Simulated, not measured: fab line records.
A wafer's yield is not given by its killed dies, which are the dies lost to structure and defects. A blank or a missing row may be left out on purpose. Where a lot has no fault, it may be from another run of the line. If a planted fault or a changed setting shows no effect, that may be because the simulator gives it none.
Chamber matching    flow n5 finfet    3 sister chambers for N5_FIN_SAQP_PECVD_48 on pecvd-04
The step deposits SiNx from SiH4/NH3/N2, target thk 25 nm, time 22.1 s. 6 wafers are shown with their chamber, then 8 later ones without.

== EACH WAFER AND ITS CHAMBER ==
wafer   chamber  showerhead plenum p Torr (Torr)  throttle valve pct (%)
L088.1  2        5.20                             38.6
L088.6  0        5.11                             41.1
L089.1  0        5.12                             41.2
L089.2  1        5.05                             40.5
L089.4  1        5.06                             40.1
L091.1  2        5.20                             38.6

== WAFERS WHOSE CHAMBER IS MISSING ==
wafer   showerhead plenum p Torr (Torr)  throttle valve pct (%)
L091.2  5.12                             41.4
L091.3  5.06                             40.1
L094.4  5.11                             41.4
L094.5  5.11                             41.3
L094.6  5.05                             40.0
L096.1  5.12                             41.6
L096.2  5.19                             38.9
L096.5  5.06                             40.1

== WHICH CHAMBER EACH ONE RAN IN ==
wafer   from the rows above  in truth
L091.2  0                    0
L091.3  1                    1
L094.4  0                    0
L094.5  0                    0
L094.6  1                    1
L096.1  0                    0
L096.2  2                    2
L096.5  1                    1
Placed correctly: 8 of 8. From these rows, 0 cannot be placed. Wrongly placed: 0.
How it was worked out, from the rows above alone: a wafer's distance from a chamber is the root of the sum, over the readings, of the square of ((its reading less the chamber's mean) divided by the reading's scatter). The wafer belongs to the nearest chamber; if the next one is less than 2 further off, it can't be placed. For every chamber, the mean is computed from those of its wafers that are shown. The scatter: the root of (the sum of the squares of (reading less its chamber's mean) over the shown wafers, divided by (wafers less chambers)).
